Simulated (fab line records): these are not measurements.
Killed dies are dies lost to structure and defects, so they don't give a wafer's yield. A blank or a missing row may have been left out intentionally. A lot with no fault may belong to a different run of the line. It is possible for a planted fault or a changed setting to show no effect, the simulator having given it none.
fab line records | flow n5-finfet
record: lots: 4 wafers: 12 last-day: 16
route steps=1938 shown BEOL_M8@1359 PASSIVATION@1936
lots that met no fault: taken from a fault-free run of the same line
start-h: hours from the record's first day to the start of the lot's first wafer shown | wait-h: hours elapsed since this lot's preceding step | " repeats the value in the row above | L1.1+2: a single row standing in for several wafers | - value missing, or start not given | * or withheld: withheld | < > ~ a bound
route shown NAME@n: a module of which the file shows steps, and the number in the route of the first | usual: mean/standard deviation of fault-free wafers | same: alike in all rows | chamber/n: place in a boat | sites: each site's reading | _std_site: standard deviation of those values | _edge_site: mean of outer sites minus mean of inner sites | radius-mm: for every site, how far away it sits from the centre of the wafer | mask NAME#n: copy n | behind: the tool/chamber that last shaped the wafer | hold: reason for holding the lot/hours on hold/outcome of the hold | device: the transistor (n, p or np) that didn't switch | end of line: the tests these same wafers got at the end of their route | a step with no rows: only its recipe | killed: dies that structure and defects cost at the first sort, which is not the same as the wafer's yield | map: a wafer's dies, marking killed ones x, the rest . and places with no die _
set.NAME: the setting as run; set.NAME@STEP: as run at that earlier step | model.NAME: the simulator's own value behind a step, which no gauge read
lots at some steps of the route; a table a step, a row a wafer
services: the hour from which a tool's chamber was out of use, counted from the record's first day as start-h (under 0 if before that day), plus the number of hours and why
== steps ==
step: N5_BEOL_M8_COAT_22
recipe: resist: CAR-EUV spin-rpm: 1500 resist-thk-nm: 30
step: N5_BEOL_M8_EBR_24
recipe: solvent: PGMEA ebr-width-mm: 1.5
step: N5_BEOL_M8_SOFTBAKE_23
recipe: temp-c: 110 time-s: 60 resist: CAR-EUV
step: N5_BEOL_M8_EXPOSE_25
recipe: mask-id: V7 na: 0.33 source-shape: annular sigma-inner: 0.4 sigma-outer: 0.8 polarization: unpolarized target-cd-nm: 40 dose-mj: 42.5
step: N5_BEOL_M8_PEB_26
recipe: peb-temp-c: 100 peb-time-s: 60 resist: CAR-EUV
step: N5_BEOL_M8_DEVELOP_27
recipe: develop-time-s: 30 developer: TMAH resist: CAR-EUV rinse-liquid: surfactant-rinse dry: air-spin dev-temp-c: 23
step: N5_BEOL_M8_DESCUM_33
recipe: chemistry: O2 time-s: 7 source-power-w: 50 bias-power-w: 20 pressure-mtorr: 20 rf-frequency-hz: 2.712e+07 temp-c: 40 resist: CAR-EUV o2-flow-sccm: 225
step: N5_BEOL_M8_ETCH_72
recipe: chemistry: N2/H2 target: underlayer target-depth-a: 65 mask-material: CAR-EUV time-s: 5.2 ion-energy-ev: 200 pressure-mtorr: 30 source-w: 840 bias-w: 150 n2-flow-sccm: 200 h2-flow-sccm: 200 ends: cleared
step: N5_BEOL_M8_ETCH_65
recipe: chemistry: CF4 target: SiARC target-depth-a: 156 mask-material: CAR-EUV time-s: 26 ion-energy-ev: 80 pressure-mtorr: 40 source-w: 545 bias-w: 36 Ar_flow_sccm: 100 cf4-flow-sccm: 100 ends: cleared
step: N5_BEOL_M8_ETCH_66
recipe: chemistry: N2/H2 target: SOC target-depth-a: 800 overetch-a: 160 mask-material: SiARC temp-c: 40 time-s: 120 ion-energy-ev: 200 pressure-mtorr: 30 source-w: 840 bias-w: 150 n2-flow-sccm: 200 h2-flow-sccm: 200
usual: chamber-pressure-mTorr: 30.001/0.027 drypump-motor-current-A: 5.69/0.27 oes-product-au: 0.59/0.055 rf-vpp-V: 524.0/2.9 showerhead-plenum-p-Torr: 2.55/0.11 temp-c: 40.00/0.13 throttle-valve-pct: 17.88/0.19
columns lot.wafer tool chamber start-h wait-h chamber-pressure-mTorr drypump-motor-current-A oes-product-au rf-hours-counter-h rf-vpp-V showerhead-plenum-p-Torr temp-c throttle-valve-pct
L917.1 rie-diel-05 0 257.55 0.0 29.965 6.31 0.52 249 527.1 2.63 39.81 18.30
L917.5 " 2 " " 29.944 5.62 0.57 - 522.1 2.43 39.71 17.96
L917.6 " 3 " " 30.011 5.84 0.62 - 526.8 2.68 39.84 17.61
L925.1 rie-diel-05 1 311.26 0.0 29.933 5.77 0.53 212 525.2 2.65 40.22 18.22
L925.2 " 2 " " 29.992 5.60 0.56 185 520.4 2.42 39.80 18.01
L925.6 " 2 " " 29.974 5.60 0.56 - 520.4 2.42 39.79 18.00
L926.3 rie-diel-05 2 325.69 0.0 29.972 5.61 0.55 191 521.4 2.42 39.93 18.02
L926.4 " 0 " " 29.987 6.32 0.71 15 527.0 2.62 40.07 17.90
L926.6 " 0 " " 29.988 6.31 0.70 - 523.7 2.62 40.01 17.90
L928.2 rie-diel-01 1 329.09 0.0 30.050 5.77 0.52 245 524.2 2.58 39.96 17.83
L928.5 " 0 " " 30.041 6.12 0.62 - 522.0 2.48 40.03 18.10
L928.6 " 1 " " 30.004 5.76 0.52 - 525.7 2.58 40.15 17.81
step: N5_BEOL_M8_STRIP_69
recipe: chemistry: N2/H2 temp-c: 40 n2-flow-sccm: 200 h2-flow-sccm: 200 rf-frequency-hz: 6e+07
step: N5_BEOL_M8_STRIP_73
recipe: chemistry: N2/H2 temp-c: 40 n2-flow-sccm: 200 h2-flow-sccm: 200 rf-frequency-hz: 6e+07
step: N5_BEOL_M8_VIA_ETCH_34
recipe: chemistry: C4F6/O2 target: SiCOH_lowk target-depth-a: 1255 mask-material: SOC taper-deg: 4 time-s: 50.5 ion-energy-ev: 250 pressure-mtorr: 30 source-w: 345 bias-w: 185 Ar_flow_sccm: 300 C4F6_flow_sccm: 10 O2_flow_sccm: 10
step: N5_BEOL_M8_STRIP_76
recipe: chemistry: C4F6/O2 resist: SiARC rf-frequency-hz: 6e+07
step: N5_BEOL_M8_STRIP_36
recipe: chemistry: N2/H2 power-w: 450 temp-c: 40 pressure-mtorr: 20 rf-frequency-hz: 6e+07 overash-fraction: 0.3 bias-power-w: 7 h2-frac: 0.5 n2-flow-sccm: 200 h2-flow-sccm: 200
step: N5_BEOL_M8_TRENCH_ETCH_37
recipe: chemistry: C4F6/O2 target-depth-a: 934.78 target: SiCOH_lowk time-s: 31.2 ion-energy-ev: 250 pressure-mtorr: 30 source-w: 345 bias-w: 185 Ar_flow_sccm: 300 C4F6_flow_sccm: 10 O2_flow_sccm: 10
step: N5_BEOL_M8_ETCH_41
recipe: chemistry: CH3F/O2 target: SiCN target-depth-a: 319 taper-deg: 2 time-s: 57.8 ion-energy-ev: 120 mask-material: TiN pressure-mtorr: 30 source-w: 395 bias-w: 75 Ar_flow_sccm: 150 CH3F_flow_sccm: 30 O2_flow_sccm: 20
step: N5_BEOL_M8_STRIP_80
recipe: chemistry: N2/H2 time-s: 10 power-w: 450 temp-c: 40 pressure-mtorr: 20 rf-frequency-hz: 6e+07 bias-power-w: 7 n2-flow-sccm: 200 h2-flow-sccm: 200
step: N5_BEOL_M8_HM_STRIP_39
recipe: chemistry: peroxide-tin-strip material: TiN target-depth-a: 250 temp-c: 50 time-s: 158
step: N5_BEOL_M8_SRD_40
recipe: time-s: 30 temp-c: 23 rinse-liquid: diw dry: ipa-marangoni
step: N5_BEOL_M8_PRECLEAN_42
recipe: chemistry: residue-remover time-s: 60 temp-c: 40
step: N5_BEOL_M8_SRD_43
recipe: time-s: 30 temp-c: 23 rinse-liquid: diw dry: ipa-marangoni
step: N5_BEOL_M8_CURE_75
recipe: temp-c: 370 time-s: 120 ambient: DMADMS/He material: SiCOH_lowk
step: N5_BEOL_M8_DEGAS_44
recipe: ambient: vacuum temp-c: 250 time-s: 60
step: N5_BEOL_M8_PRE_CLEAN_45
recipe: gas: H2/He time-s: 30 temp-c: 250
step: N5_BEOL_M8_ALD_77
recipe: material: TaN target-thk-a: 20 temp-c: 275 ald-precursor-family: PDMAT ald-co-reactant: NH3 pressure-torr: 3 carrier-flow-sccm: 1500 pulse-time-s: 2 purge-time-s: 3 co-reactant-purge-time-s: 2 co-reactant-pulse-time-s: 3 ald-cycles: 40 precursor-vessel-temp-c: 75 precursor-vessel-pressure-torr: 26.25 precursor-vessel-carrier-sccm: 1000
step: N5_BEOL_M8_SURFACE_TREAT_79
recipe: gas: Ar time-s: * ion-energy-ev: * ion-current-ma-cm2: 0.5 pressure-mtorr: * ar-flow-sccm: 30
step: N5_BEOL_M8_CVD_78
recipe: material: Co target-thk-a: 20 temp-c: withheld precursor: CCTBA/H2 pressure-torr: 30 time-s: 142.3
step: N5_BEOL_M8_SPUTTER_48
recipe: material: Cu target-thk-a: 100 temp-c: -20 bias-v: 60 power-w: 26000 chamber-pressure-pa: 0.13 time-s: 1.667
step: N5_BEOL_M8_ECD_50
recipe: material: Cu target-thk-a: 3000
step: N5_BEOL_M8_ANNEAL_51
recipe: temp-c: 225 time-s: 90 ambient: N2
step: N5_BEOL_M8_CMP_52
recipe: stop-on: SiCOH_lowk t-overpolish-s: 6.9 down-force-psi: 1 platen-rpm: 50 clearing-platen-down-force-psi: 1.5 clearing-platen-rpm: 50 post-cmp-clean: cu-alkaline target-thk-nm: 80 clearing-platen-pad-velocity-m-s: 0.99484 pad-velocity-m-s: 0.99484
step: N5_BEOL_M8_PRE_CLEAN_55
recipe: gas: NH3 time-s: 15 temp-c: withheld rf-power-w: 300
step: N5_BEOL_M8_DEP_56
recipe: material: SiCN target-thk-a: 100 temp-c: withheld precursor: 3MS/NH3 pressure-torr: 3 rf-w: 202 time-s: 17.5
step: N5_PASSIVATION_PROBE_49
usual: defect-limited-yield: 91.0/1.4 killed_at_M0_to_M3: 36/11 killed_at_M4_up: 13/5.4 killed-at-contacts: 12/6.4 killed-at-front-end: 41/13 killed-at-other: 2.9/2.3 killed-dies: 106/17 killed-on-rim: 14/3.9 killed-open: 70/12 killed-short: 34/8.4 sort_bin_5_function: 5.2/1 sort_bin_6_memory: 3.4/0.63 sort_bin_8_speed: 0.1/0.49 sort-n-pass: 1074/18 sort-yield-pct: 91.0/1.6
same: gross-dies: 1180 killed-at-back-side: 0 sort_bin_4_leakage[%]: 0
columns lot.wafer tool chamber start-h wait-h defect-limited-yield[%] killed_at_M0_to_M3 killed_at_M4_up killed-at-contacts killed-at-front-end killed-at-other killed-dies killed-on-rim killed-open killed-short sort_bin_5_function[%] sort_bin_6_memory[%] sort_bin_8_speed[%] sort-n-pass sort-yield-pct[%]
L917.1 prober-01 - 323.68 0.0 89.2 48 20 15 43 2 128 20 90 38 6.0 4.2 0 1052 89.2
L917.5 prober-01 - 323.88 0.2 92.7 32 12 12 28 2 86 12 55 31 4.3 2.3 0 1094 92.7
L917.6 prober-01 - 323.93 0.3 91.4 21 27 9 39 5 101 8 66 33 5.8 2.2 0 1079 91.4
L925.1 prober-01 - 372.11 0.0 82.5 26 151 4 21 5 207 11 49 25 11.0 3.6 0 973 82.5
L925.2 prober-01 - 372.16 0.1 84.7 26 99 7 41 7 180 28 75 22 9.9 3.7 0 1000 84.7
L925.6 prober-01 - 372.36 0.3 83.4 52 85 16 40 3 196 28 79 40 9.7 4.8 0 984 83.4
L926.3 prober-01 - 386.74 0.1 82.8 26 79 19 77 2 203 34 97 29 11.9 3.6 0 977 82.8
L926.4 prober-01 - 386.79 0.2 83.8 27 96 14 52 2 191 28 65 41 10.2 4.2 0 989 83.8
L926.6 prober-01 - 386.89 0.3 83.8 35 98 28 30 0 191 27 76 26 10.3 4.4 1.9 967 81.9
L928.2 prober-02 - 395.41 0.1 88.9 38 12 4 70 7 131 18 87 42 7.0 3.8 0 1049 88.9
L928.5 prober-02 - 395.56 0.2 90.4 26 28 6 48 5 113 17 74 35 5.8 3.1 0 1067 90.4
L928.6 prober-02 - 395.61 0.3 92.4 29 14 12 33 2 90 21 63 26 4.0 3.4 0 1090 92.4
killed by level:class
L917.1 MOL_CONTACT_COAG:geometric-particle:open=13 BEOL_M4:geometric-particle:open=11 BEOL_M3:geometric-particle:open=11 FIN_SAQP:geometric-particle:open=9 BEOL_M1:geometric-particle:open=8 BEOL_M0_SAQP:geometric-particle:open=6 BEOL_M0:geometric-particle:open=6 STI_FIN_REVEAL:geometric-particle:open=5
L917.5 MOL_CONTACT_COAG:geometric-particle:open=11 FIN_SAQP:geometric-particle:short=9 BEOL_M3:geometric-particle:open=8 BEOL_M4:geometric-particle:open=7 BEOL_M0:geometric-particle:open=6 BEOL_M0_SAQP:geometric-particle:short=5 BEOL_M0:geometric-particle:short=5 STI_FIN_REVEAL:geometric-particle:open=4
L917.6 STI_FIN_REVEAL:geometric-particle:open=12 BEOL_M4:geometric-particle:open=12 MOL_CONTACT_COAG:geometric-particle:open=7 BEOL_M1:geometric-particle:open=5 STARTING-WAFER:geometric-particle:open=5 BEOL_M3:geometric-particle:open=5 BEOL_M4:geometric-particle:short=5 FIN_SAQP:geometric-particle:short=3
L925.1 BEOL_M8:unspecified=131 BEOL_M1:geometric-particle:open=9 FIN_SAQP:geometric-particle:short=7 BEOL_M5:geometric-particle:open=6 FIN_SAQP:geometric-particle:open=5 BEOL_M0_SAQP:geometric-particle:open=5 BEOL_M2:geometric-particle:open=4 BEOL_M4:geometric-particle:open=4
L925.2 BEOL_M8:unspecified=80 FIN_SAQP:geometric-particle:open=20 BEOL_M4:geometric-particle:open=11 BEOL_M0_SAQP:geometric-particle:open=7 FIN_SAQP:geometric-particle:short=6 MOL_CONTACT_COAG:geometric-particle:open=6 BEOL_M2:geometric-particle:open=5 STI_FIN_REVEAL:geometric-particle:open=4
L925.6 BEOL_M8:unspecified=76 FIN_SAQP:geometric-particle:open=20 MOL_CONTACT_COAG:geometric-particle:open=11 BEOL_M1:geometric-particle:open=9 BEOL_M0_SAQP:geometric-particle:short=8 BEOL_M0_SAQP:geometric-particle:open=8 FIN_SAQP:geometric-particle:short=7 BEOL_M2:geometric-particle:open=7
L926.3 BEOL_M8:unspecified=75 STI_FIN_REVEAL:geometric-particle:open=18 MOL_CONTACT_COAG:geometric-particle:open=17 FIN_SAQP:geometric-particle:open=16 BEOL_M2:geometric-particle:open=10 DUMMY_GATE:geometric-particle:open=8 FIN_SAQP:geometric-particle:short=7 ILD0:geometric-particle:open=7
L926.4 BEOL_M8:unspecified=83 STI_FIN_REVEAL:geometric-particle:open=14 MOL_CONTACT_COAG:geometric-particle:open=9 FIN_SAQP:geometric-particle:short=7 FIN_SAQP:geometric-particle:open=6 BEOL_M2:geometric-particle:open=6 DUMMY_GATE:geometric-particle:open=5 ILD0:geometric-particle:open=5
L926.6 BEOL_M8:unspecified=87 MOL_CONTACT_COAG:geometric-particle:open=25 BEOL_M2:geometric-particle:open=12 BEOL_M1:geometric-particle:open=9 FIN_SAQP:geometric-particle:open=5 DUMMY_GATE:geometric-particle:open=5 FIN_SAQP:geometric-particle:short=4 ILD0:geometric-particle:short=4
L928.2 STI_FIN_REVEAL:geometric-particle:open=18 FIN_SAQP:geometric-particle:open=15 FIN_SAQP:geometric-particle:short=15 BEOL_M3:geometric-particle:open=10 BEOL_M2:geometric-particle:open=9 BEOL_M1:geometric-particle:short=6 STARTING-WAFER:geometric-particle:open=5 STI_FIN_REVEAL:geometric-particle:short=4
L928.5 STI_FIN_REVEAL:geometric-particle:open=20 BEOL_M4:geometric-particle:open=18 BEOL_M3:geometric-particle:short=8 BEOL_M3:geometric-particle:open=6 FIN_SAQP:geometric-particle:open=5 STI_FIN_REVEAL:geometric-particle:short=5 BEOL_M2:geometric-particle:open=5 FIN_SAQP:geometric-particle:short=4
L928.6 STI_FIN_REVEAL:geometric-particle:open=13 MOL_CONTACT_COAG:geometric-particle:open=9 BEOL_M4:geometric-particle:open=7 BEOL_M3:geometric-particle:open=6 FIN_SAQP:geometric-particle:open=5 BEOL_M0_SAQP:geometric-particle:open=5 FIN_SAQP:geometric-particle:short=4 BEOL_M1:geometric-particle:open=4
map L925.1 (x killed, . not)
_________________.........x..________________
______________.........x........_____________
___________.............x.....x....__________
__________................x........._________
________................x.......xx...._______
_______.....x..................x.......______
______...........x.x....x..............._____
_____...........x......x..........x...x..____
____..............x.x.....................___
___.x..x.............x.....x....x.....x....__
___............x...............x...........__
__....xx.......x................x..........._
__....x................x...................._
_..............x............x..............x.
_x...........................................
_............x.......................x.......
_..................x....x.x.......x..........
_x..x...x......xxx....xx.....................
_......x........x.x.xxxxxx.....x.............
_.x.......x..xx..xxxxxxxxxx.....x............
_...............xxxxxxxxxxx.x....x...x......x
__............xxxxxxxxxxxxx.x.............x._
__..x..........xxxxxxxxxxxxxx..............._
___...........xxxxxxxxxxxxxxx............xx__
___.........x.xx.xxxxxxxxxx...........x....__
____.........xx.xxxxxxxxxxxx.......x......___
_____....x......xxxxxxxxx..x.............____
______...x........xxxxxxxx.........x...._____
_______...x.....x..xxxx.x......x...x...______
________............x................._______
__________...............x....x....x_________
___________.x......x........x......__________
______________........x.......x._____________
_________________...x........________________
map L926.3 (x killed, . not)
_________________...........x________________
______________............x....._____________
___________.......x.....x.........x__________
__________....x..................x.._________
________.......x..........x..........._______
_______.x..xx............x.......x.....______
______........xx................x......x_____
_____.................x..............x...____
____...xxx............x...................___
___.........x..............................__
___........................x.....x..x....x.__
__..xx.......x.....x...x.x..x...x..........._
__................xx..............x....x...._
_..x......x......x...xx.x....................
_x..x..x...xx................x......x........
_x...........x.........................x....x
_..x..............x....x...............xx...x
_x..x.xx.......x.....xx......................
_xx.xxxxxx.....x.......................x.....
_.xxxxxxx....x............x..................
_xxxxxxxxx.......x................x..xx......
__xxxxxxxxx....x.......x..........x........._
__xxxxxxxxx.x...x......xx................x.._
___xxxxxxxx.....x.........x...xx..........x__
___xxxxxxxx.........x.x...xx.x.............__
____xxxxxxx.x....xxxx...x....x....xx......___
_____xxxxxxx...........x...x.............____
______xxx....x....x....................x_____
_______..................x..x..........______
________.x...x............x.....xx...._______
__________............x............x_________
___________x..x................x..x__________
______________........x....xx..._____________
_________________........x...________________
== services ==
columns tool chamber start-h hours kind
rie-diel-01 - 260.12 2.1 repair
rie-diel-05 0 260.26 - clean
rie-diel-05 0 260.26 - consumable-replace:focus-ring
rie-diel-05 0 260.26 21.8 scheduled-down
rie-diel-05 0 260.26 21.8 vent-cycle
rie-diel-05 1 284.51 16.5 repair
rie-diel-05 0 287.28 3.1 repair
rie-diel-05 - 318.46 0.3 repair
rie-diel-01 - 319.33 0.6 repair
== key ==
first-sign: step: N5_PASSIVATION_PROBE_49 reading: killed_at_M4_up direction: up sigmas: 16 usual: 13 struck: 101
effect: step: N5_PASSIVATION_PROBE_49 reading: defect-limited-yield direction: down sigmas: 5.3 usual: 91.0 struck: 83.5
more-kills-born-at: N5_BEOL_M8_ETCH_66@rie-diel-05: 532
met-at N5_BEOL_M8_ETCH_66
struck-wafers L925.1,L925.2,L925.6,L926.3,L926.4,L926.6
onset-between 257.55 311.26
fault: kind: chamber-particle-source tool: rie-diel-05 chamber: - onset-h: 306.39 steps: N5_BEOL_M8_ETCH_66 rate-per-visit-cm2: 0.81941 end-h: 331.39
